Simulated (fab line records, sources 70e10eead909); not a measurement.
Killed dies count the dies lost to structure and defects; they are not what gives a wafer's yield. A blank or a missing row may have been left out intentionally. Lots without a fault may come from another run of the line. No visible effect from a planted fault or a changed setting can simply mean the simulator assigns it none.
fab line records | flow nand-harc
record: lots: 13 | wafers: 39 | last-day: 24
route steps=1159 shown A_SGD_CUT@766 THIN_TSV@1124 END@1159
lots that met no fault: taken from a fault-free run of the same line
start-h: start of the lot's first displayed wafer, in hours after the record's first day | wait-h: hours elapsed since this lot's preceding step | " unchanged from the row above | L1.1+2: a row that stands for several wafers | - either no value or no given start | * or withheld: withheld | < > ~ a bound
route shown NAME@n: names a module that has steps shown in the file, with the first one's number in the route | usual: mean/standard deviation taken from wafers without a fault | same: alike in all rows | chamber/n: place in a boat | sites: readings site by site | _std_site: standard deviation across them | _edge_site: mean of outer sites minus mean of inner sites | radius-mm: for every site, how far away it sits from the centre of the wafer | mask NAME#n: copy n | behind: the tool/chamber that last shaped the wafer | hold: cause of the lot's hold/its duration in hours/its outcome | device: transistor that didn't switch, given as n, p or np | end of line: tests run on the same wafers once the route is complete | a step with no rows: only its recipe | killed: dies that structure and defects cost at the first sort, which is not the same as the wafer's yield | map: per-die view of a wafer (x killed, . not killed, _ where there is no die)
set.NAME: the setting as run; set.NAME@STEP: as run at that earlier step | model.NAME: the simulator's own value behind a step, which no gauge read
steps of the route over a sample of lots; a table a step, a row a wafer
services: from which hour (start-h, from the record's first day; less than 0 if before it) a tool's chamber was out of use, for how many hours, and why
== steps ==
step: NHARC_A_SGD_CUT_STRIP_60
recipe: c4f8-flow-sccm: withheld | o2-flow-sccm: 8 | ar-flow-sccm: withheld | bias-w: 0 | chemistry: C4F8/O2/Ar
lot.wafer  | tool        | chamber | start-h | wait-h
L606.2+3+5 | rie-diel-08 | 1,2,2   | 318.54  | -
L608.3+2+5 | rie-diel-12 | 0,3,0   | 318.70  | -
L607.3+2+6 | rie-diel-04 | 2,0,2   | 318.92  | -
L605.4+2+6 | rie-diel-04 | 3,0,1   | 332.01  | -
L619.2+6+5 | rie-diel-04 | 0,0,1   | 381.46  | -
L617.1+4+3 | rie-diel-08 | 2,3,0   | 381.97  | -
L621.2+6+5 | rie-diel-04 | 1,0,1   | 404.30  | -
L622.3+2+6 | rie-diel-04 | 3,0,3   | 416.12  | -
L623.2+3+6 | rie-diel-04 | 0,1,0   | 416.81  | -
L624.2+3+5 | rie-diel-12 | 1,3,0   | 417.70  | -
L627.3+6+5 | rie-diel-08 | 0,3,0   | 436.98  | -
L626.2+1+4 | rie-diel-04 | 1,2,1   | 437.38  | -
L628.2+6+5 | rie-diel-04 | 1,3,0   | 452.33  | -
step: NHARC_THIN_TSV_DEP_47
recipe: target-thk-a: 2000 | temp-c: withheld | pressure-torr: 6.5 | rf-w: 900 | teos-flow-sccm: 161.4 | flow-sccm: 2650 | target-thk-nm: 200 | gas: O2 | material: SiO2
usual: flow-sccm: 2651/8.5 | mfc-precursor-sccm: 161.4/0.46 | throttle-valve-pct: 15.8/0.53
lot.wafer | tool     | chamber | start-h | wait-h | flow-sccm | mfc-precursor-sccm | throttle-valve-pct
L607.3    | pecvd-04 | 2       | 433.18  | -      | 2652      | 161.0              | 15.4
L607.2    | "        | 0       | "       | "      | 2639      | 161.2              | 16.5
L607.6    | "        | 2       | "       | "      | 2655      | 160.7              | 15.5
L606.2    | pecvd-04 | 0       | 434.19  | -      | 2638      | 162.2              | 16.0
L606.3    | "        | 1       | "       | "      | 2654      | 161.5              | 16.7
L606.5    | "        | 1       | "       | "      | 2660      | 160.9              | 16.2
L608.3    | pecvd-01 | 0       | 440.61  | -      | 2641      | 161.2              | 16.6
L608.2    | "        | 1       | "       | "      | 2662      | 160.9              | 15.9
L608.5    | "        | 2       | "       | "      | 2635      | 160.7              | 15.2
L605.2    | pecvd-03 | 1       | 460.30  | -      | 2643      | 161.2              | 15.6
L605.4    | "        | 1       | "       | "      | 2645      | 162.5              | 15.6
L605.6    | "        | 2       | "       | "      | 2664      | 161.5              | 15.9
L619.2    | pecvd-01 | 2       | 503.31  | -      | 2672      | 161.7              | 15.3
L619.5    | "        | 2       | "       | "      | 2668      | 161.9              | 15.4
L619.6    | "        | 0       | "       | "      | 2656      | 161.8              | 16.6
L617.3    | pecvd-01 | 2       | 515.56  | -      | 2657      | 160.7              | 15.6
L617.1    | "        | 1       | "       | "      | 2656      | 161.4              | 15.5
L617.4    | "        | 0       | "       | "      | 2649      | 161.5              | 16.3
L621.2    | pecvd-04 | 1       | 530.00  | -      | 2654      | 161.6              | 16.5
L621.6    | "        | 1       | "       | "      | 2647      | 160.9              | 16.8
L621.5    | "        | 2       | "       | "      | 2633      | 161.0              | 15.3
L622.2    | pecvd-04 | 0       | 535.49  | -      | 2660      | 162.3              | 16.4
L622.3    | "        | 1       | "       | "      | 2660      | 160.9              | 16.5
L622.6    | "        | 2       | "       | "      | 2662      | 161.1              | 15.2
L623.2    | pecvd-01 | 1       | 536.75  | -      | 2652      | 162.2              | 15.5
L623.3    | "        | 0       | "       | "      | 2651      | 161.7              | 16.3
L623.6    | "        | 1       | "       | "      | 2635      | 160.8              | 15.5
L624.2    | pecvd-01 | 1       | 539.68  | -      | 2648      | 161.5              | 15.7
L624.3    | "        | 0       | "       | "      | 2646      | 161.5              | 16.2
L624.5    | "        | 2       | "       | "      | 2659      | 162.0              | 15.6
L626.2    | pecvd-01 | 2       | 547.69  | -      | 2648      | 161.7              | 15.4
L626.1    | "        | 0       | "       | "      | 2650      | 161.0              | 16.3
L626.4    | "        | 0       | "       | "      | 2647      | 161.6              | 16.8
L627.3    | pecvd-01 | 0       | 549.12  | -      | 2652      | 160.2              | 16.5
L627.5    | "        | 0       | "       | "      | 2645      | 161.4              | 16.6
L627.6    | "        | 2       | "       | "      | 2655      | 162.2              | 15.4
L628.2    | pecvd-03 | 0       | 560.22  | -      | 2656      | 161.7              | 15.2
L628.5    | "        | 1       | "       | "      | 2661      | 161.4              | 15.3
L628.6    | "        | 0       | "       | "      | 2654      | 161.8              | 15.1
step: NHARC_THIN_TSV_PVD_51
recipe: target-thk-a: 1000 | chamber-pressure-pa: 5 | material: Cu
usual: throttle-valve-pct: 29.2/0.61
lot.wafer | tool           | chamber | start-h | wait-h | throttle-valve-pct
L607.2    | pvd-sputter-03 | -       | -       | -      | 30.0
L607.3    | "              | -       | "       | "      | 28.9
L607.6    | "              | -       | "       | "      | 29.8
L606.2    | pvd-sputter-02 | -       | -       | -      | 29.5
L606.3    | "              | -       | "       | "      | 29.7
L606.5    | "              | -       | "       | "      | 29.4
L608.3    | pvd-sputter-03 | -       | -       | -      | 28.7
L608.2    | "              | -       | "       | "      | 29.0
L608.5    | "              | -       | "       | "      | 29.9
L605.4    | pvd-sputter-01 | -       | -       | -      | 28.6
L605.2    | "              | -       | "       | "      | 29.4
L605.6    | "              | -       | "       | "      | 28.5
L619.2    | pvd-sputter-01 | -       | -       | -      | 30.0
L619.6    | "              | -       | "       | "      | 28.4
L619.5    | "              | -       | "       | "      | 30.2
L617.4    | pvd-sputter-03 | -       | -       | -      | 28.7
L617.3    | "              | -       | "       | "      | 29.3
L617.1    | "              | -       | "       | "      | 28.1
L621.2    | pvd-sputter-01 | -       | -       | -      | 29.5
L621.5    | "              | -       | "       | "      | 30.5
L621.6    | "              | -       | "       | "      | 28.9
L622.2    | pvd-sputter-03 | -       | -       | -      | 28.9
L622.3    | "              | -       | "       | "      | 28.1
L622.6    | "              | -       | "       | "      | 29.1
L623.2    | pvd-sputter-01 | -       | -       | -      | 29.3
L623.3    | "              | -       | "       | "      | 29.0
L623.6    | "              | -       | "       | "      | 30.7
L624.2    | pvd-sputter-03 | -       | -       | -      | 28.7
L624.3    | "              | -       | "       | "      | 28.9
L624.5    | "              | -       | "       | "      | 29.4
L626.2    | pvd-sputter-01 | -       | -       | -      | 28.8
L626.4    | "              | -       | "       | "      | 29.6
L626.1    | "              | -       | "       | "      | 29.2
L627.3    | pvd-sputter-03 | -       | -       | -      | 28.3
L627.6    | "              | -       | "       | "      | 28.1
L627.5    | "              | -       | "       | "      | 29.0
L628.2    | pvd-sputter-03 | -       | -       | -      | 28.8
L628.5    | "              | -       | "       | "      | 29.3
L628.6    | "              | -       | "       | "      | 29.4
step: NHARC_THIN_TSV_DEGAS_53
recipe: temp-c: 300 | time-s: 60
usual: heater-power-w: 466/50
lot.wafer | tool           | chamber | start-h | wait-h | heater-power-w
L607.3    | pvd-sputter-01 | -       | 436.09  | 0.1    | 493
L607.2    | "              | -       | "       | "      | 449
L607.6    | "              | -       | "       | "      | 427
L606.3    | pvd-sputter-03 | -       | 437.07  | 0.1    | 458
L606.2    | "              | -       | "       | "      | 443
L606.5    | "              | -       | "       | "      | 450
L608.3    | pvd-sputter-01 | -       | 443.50  | 0.1    | 417
L608.2    | "              | -       | "       | "      | 498
L608.5    | "              | -       | "       | "      | 425
L605.4    | pvd-sputter-02 | -       | 463.19  | 0.1    | 441
L605.2    | "              | -       | "       | "      | 426
L605.6    | "              | -       | "       | "      | 590
L619.2    | pvd-sputter-02 | -       | 506.34  | 0.1    | 463
L619.5    | "              | -       | "       | "      | 595
L619.6    | "              | -       | "       | "      | 439
L617.1    | pvd-sputter-02 | -       | 518.47  | 0.1    | 445
L617.4    | "              | -       | "       | "      | 468
L617.3    | "              | -       | "       | "      | 583
L621.2    | pvd-sputter-02 | -       | 532.90  | 0.1    | 458
L621.6    | "              | -       | "       | "      | 587
L621.5    | "              | -       | "       | "      | 447
L622.2    | pvd-sputter-01 | -       | 538.51  | 0.1    | 480
L622.3    | "              | -       | "       | "      | 429
L622.6    | "              | -       | "       | "      | 484
L623.3    | pvd-sputter-03 | -       | 539.67  | 0.1    | 448
L623.2    | "              | -       | "       | "      | 442
L623.6    | "              | -       | "       | "      | 447
L624.3    | pvd-sputter-02 | -       | 542.64  | 0.1    | 469
L624.2    | "              | -       | "       | "      | 607
L624.5    | "              | -       | "       | "      | 464
L626.1    | pvd-sputter-02 | -       | 550.76  | 0.1    | 580
L626.4    | "              | -       | "       | "      | 436
L626.2    | "              | -       | "       | "      | 462
L627.3    | pvd-sputter-03 | -       | 552.07  | 0.1    | 457
L627.6    | "              | -       | "       | "      | 457
L627.5    | "              | -       | "       | "      | 439
L628.2    | pvd-sputter-01 | -       | 563.15  | 0.1    | 440
L628.6    | "              | -       | "       | "      | 429
L628.5    | "              | -       | "       | "      | 447
step: NHARC_END_SORT_01
recipe: temp-c: 25
usual: killed-at-array: 21/8.9 | killed-at-other: 0.8/1.3 | killed-at-periphery: 3.6/2.4 | killed-dies: 26/8.9 | killed-open: 3.1/1.8 | killed-short: 1.9/1.3
same: gross-dies: 677
lot.wafer | tool      | chamber | start-h | wait-h | killed-at-array | killed-at-other | killed-at-periphery | killed-dies | killed-open | killed-short
L617.1    | prober-02 | 0       | 528.56  | 2.5    | 24              | 0               | 4                   | 28          | 3           | 4
L617.3    | prober-02 | 0       | 530.17  | 3.1    | 20              | 2               | 4                   | 26          | 6           | 1
L617.4    | prober-02 | 0       | 530.97  | 3.4    | 61              | 1               | 5                   | 67          | 6           | 2
L622.2    | prober-02 | 0       | 551.74  | 2.8    | 16              | 2               | 2                   | 20          | 6           | 3
L622.3    | prober-02 | 0       | 552.55  | 3.1    | 16              | 0               | 5                   | 21          | 6           | 2
L622.6    | prober-02 | 0       | 554.98  | 4.1    | 13              | 0               | 1                   | 14          | 2           | 3
L623.2    | prober-01 | 0       | 551.88  | 2.8    | 22              | 0               | 4                   | 26          | 5           | 1
L623.3    | prober-01 | 0       | 552.69  | 3.1    | 28              | 0               | 2                   | 30          | 3           | 2
L623.6    | prober-01 | 0       | 555.10  | 4.0    | 20              | 0               | 3                   | 23          | 1           | 3
L624.2    | prober-02 | 0       | 559.58  | 2.8    | 19              | 0               | 3                   | 22          | 4           | 1
L624.3    | prober-02 | 0       | 560.38  | 3.1    | 25              | 1               | 5                   | 31          | 4           | 1
L624.5    | prober-02 | 0       | 561.97  | 3.7    | 24              | 0               | 1                   | 25          | 5           | 1
L626.1    | prober-01 | 0       | 560.47  | 2.5    | 14              | 0               | 6                   | 20          | 5           | 2
L626.2    | prober-01 | 0       | 561.28  | 2.8    | 13              | 1               | 3                   | 17          | 2           | 3
L626.4    | prober-01 | 0       | 562.90  | 3.4    | 15              | 1               | 1                   | 17          | 2           | 3
killed by level:class
L617.1 A_SLIT:chamber-film-flake=11 A_CHANNEL_HOLE_D1:chamber-film-flake=4 A_WL_FILL:geometric-particle:short=2 P_STI:chamber-film-flake=2 P_M0:geometric-particle:open=1 A_CHANNEL_FILL_D1:geometric-particle:open=1 A_CHANNEL_FILL_D1:geometric-particle:short=1 A_SGD_CUT:geometric-particle:open=1
L617.3 A_SLIT:chamber-film-flake=11 A_CONTACT:geometric-particle:open=3 A_CONTACT:chamber-film-flake=3 P_CONTACT:geometric-particle:open=2 A_CHANNEL_HOLE_D1:chamber-film-flake=2 THIN_TSV:chamber-film-flake=2 P_GATE:geometric-particle:open=1 A_ONON_D1:geometric-particle:short=1
L617.4 A_SGD_CUT:unspecified=48 A_SLIT:chamber-film-flake=5 A_WL_FILL:geometric-particle:open=2 P_CONTACT:geometric-particle:open=1 P_CONTACT:geometric-particle:short=1 P_M1:geometric-particle:open=1 A_ONON_D1:geometric-particle:short=1 A_CONTACT:geometric-particle:open=1
L622.2 A_CHANNEL_HOLE_D1:chamber-film-flake=6 A_CONTACT:chamber-film-flake=4 A_CONTACT:geometric-particle:open=2 P_M2:geometric-particle:open=1 A_CHANNEL_FILL_D1:geometric-particle:open=1 A_CHANNEL_FILL_D1:geometric-particle:short=1 A_M0:geometric-particle:open=1 A_M1:geometric-particle:short=1
L623.2 A_CHANNEL_HOLE_D1:chamber-film-flake=14 A_CONTACT:chamber-film-flake=3 P_CONTACT:geometric-particle:open=2 P_CONTACT:geometric-particle:short=1 A_CHANNEL_FILL_D1:geometric-particle:open=1 A_WL_FILL:geometric-particle:open=1 A_CONTACT:geometric-particle:open=1 P_GATE:chamber-film-flake=1
L622.3 A_CONTACT:chamber-film-flake=8 A_STAIRCASE:chamber-film-flake=2 P_CONTACT:geometric-particle:open=1 P_CONTACT:geometric-particle:short=1 P_M2:geometric-particle:open=1 A_ONON_D1:geometric-particle:open=1 A_CHANNEL_FILL_D1:geometric-particle:open=1 A_SGD_CUT:geometric-particle:open=1
L623.3 A_CHANNEL_HOLE_D1:chamber-film-flake=21 A_CONTACT:chamber-film-flake=3 P_CONTACT:geometric-particle:open=2 A_SOURCE_PLATE:geometric-particle:short=1 A_ONON_D1:geometric-particle:open=1 A_WL_FILL:geometric-particle:short=1 A_STAIRCASE:chamber-film-flake=1
L622.6 A_CHANNEL_HOLE_D1:chamber-film-flake=5 A_CONTACT:chamber-film-flake=3 A_CONTACT:geometric-particle:open=2 P_STI:geometric-particle:short=1 A_SOURCE_PLATE:geometric-particle:short=1 A_CONTACT:geometric-particle:short=1 A_WL_FILL:chamber-film-flake=1
L623.6 A_CHANNEL_HOLE_D1:chamber-film-flake=15 A_STAIRCASE:chamber-film-flake=2 P_M0:geometric-particle:short=1 P_M0:geometric-particle:open=1 A_SGD_CUT:geometric-particle:short=1 A_M1:geometric-particle:short=1 P_GATE:chamber-film-flake=1 A_CONTACT:chamber-film-flake=1
L624.2 A_SLIT:chamber-film-flake=10 A_CHANNEL_HOLE_D1:chamber-film-flake=4 A_STAIRCASE:chamber-film-flake=2 P_CONTACT:geometric-particle:open=1 P_M0:geometric-particle:open=1 A_CHANNEL_FILL_D1:geometric-particle:open=1 A_SGD_CUT:geometric-particle:short=1 A_M0:geometric-particle:open=1
L624.3 A_SLIT:chamber-film-flake=13 A_CHANNEL_HOLE_D1:chamber-film-flake=6 A_CONTACT:chamber-film-flake=2 P_CONTACT:geometric-particle:open=1 P_M0:geometric-particle:open=1 P_M2:geometric-particle:short=1 A_BLC:geometric-particle:open=1 A_M0:geometric-particle:open=1
L626.1 A_CHANNEL_HOLE_D1:chamber-film-flake=4 A_CONTACT:chamber-film-flake=4 P_GATE:chamber-film-flake=3 P_GATE:geometric-particle:open=1 P_GATE:geometric-particle:short=1 P_M0:geometric-particle:short=1 A_SOURCE_PLATE:geometric-particle:open=1 A_CHANNEL_FILL_D1:geometric-particle:open=1
L626.2 A_CONTACT:chamber-film-flake=4 A_CHANNEL_HOLE_D1:chamber-film-flake=4 P_CONTACT:geometric-particle:open=1 A_ONON_D1:geometric-particle:short=1 A_CHANNEL_HOLE_D1:geometric-particle:short=1 A_WL_FILL:geometric-particle:short=1 THIN_TSV:chamber-film-flake=1 A_CONTACT:geometric-particle:open=1
L624.5 A_SLIT:chamber-film-flake=10 A_CHANNEL_HOLE_D1:chamber-film-flake=5 A_CONTACT:geometric-particle:open=2 P_M0:geometric-particle:open=1 A_SGD_CUT:geometric-particle:open=1 A_M0:geometric-particle:open=1 A_M0:geometric-particle:short=1 A_CHANNEL_FILL_D1:chamber-film-flake=1
L626.4 A_CHANNEL_HOLE_D1:chamber-film-flake=8 A_CONTACT:chamber-film-flake=3 A_CONTACT:geometric-particle:short=2 P_M1:geometric-particle:open=1 A_ONON_D1:geometric-particle:short=1 A_CONTACT:geometric-particle:open=1 THIN_TSV:chamber-film-flake=1
== services ==
tool           | chamber | start-h | hours | kind
rie-diel-08    | -       | 301.80  | 9.0   | pm
pecvd-04       | -       | 329.46  | 3.8   | repair
pvd-sputter-01 | -       | 336.36  | 10.0  | pm
rie-diel-04    | -       | 366.02  | 0.3   | repair
pecvd-04       | -       | 377.73  | 13.0  | pm
pvd-sputter-02 | -       | 392.04  | 10.0  | pm
pecvd-01       | 1       | 395.88  | 4.1   | repair
pvd-sputter-03 | -       | 397.09  | 2.5   | repair
rie-diel-08    | 0       | 410.20  | 6.9   | repair
pecvd-01       | -       | 418.13  | 13.0  | pm
rie-diel-04    | 3       | 418.59  | 6.9   | repair
rie-diel-04    | 0       | 436.96  | 6.9   | repair
pecvd-04       | -       | 452.11  | 0.3   | repair
pvd-sputter-03 | -       | 458.00  | 10.0  | pm
rie-diel-04    | -       | 465.98  | 9.0   | pm
pecvd-01       | 1       | 473.60  | 7.0   | repair
pecvd-04       | -       | 473.98  | 2.5   | repair
rie-diel-08    | -       | 478.80  | 9.0   | pm
pvd-sputter-02 | -       | 495.66  | 7.5   | repair
rie-diel-04    | -       | 500.12  | 0.5   | repair
pecvd-04       | 2       | 505.81  | 3.4   | repair
pecvd-01       | 1       | 546.35  | 5.2   | repair
rie-diel-04    | 3       | 550.71  | 15.3  | repair
pecvd-04       | -       | 558.73  | 13.0  | pm
== key ==
first-sign: step: NHARC_END_SORT_01 | reading: killed-dies | direction: up | sigmas: 4.6 | usual: 26 | struck: 67
effect: step: NHARC_END_SORT_01 | reading: killed-at-array | direction: up | sigmas: 4.5 | usual: 21 | struck: 61
more-kills-born-at: NHARC_A_SGD_CUT_STRIP_60@rie-diel-08: 48
met-at NHARC_A_SGD_CUT_STRIP_60
struck-lots L617
struck-wafers L617.4
tester-left-out L617
not-acting-at NHARC_THIN_TSV_DEP_47,NHARC_THIN_TSV_PVD_51,NHARC_THIN_TSV_DEGAS_53
fault: kind: chamber-particle-source | tool: rie-diel-08 | chamber: 3 | onset-h: 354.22 | steps: NHARC_A_SGD_CUT_STRIP_60 | rate-per-visit-cm2: 1.0048 | end-h: 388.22
tester-left-out: of these lots the tester's yield and bins aren't shown, on N5 and GAA mostly nor the transistor test; their killed dies are dies lost to structure and defects alone, not to doping, threshold or leakage, so they don't give the yield
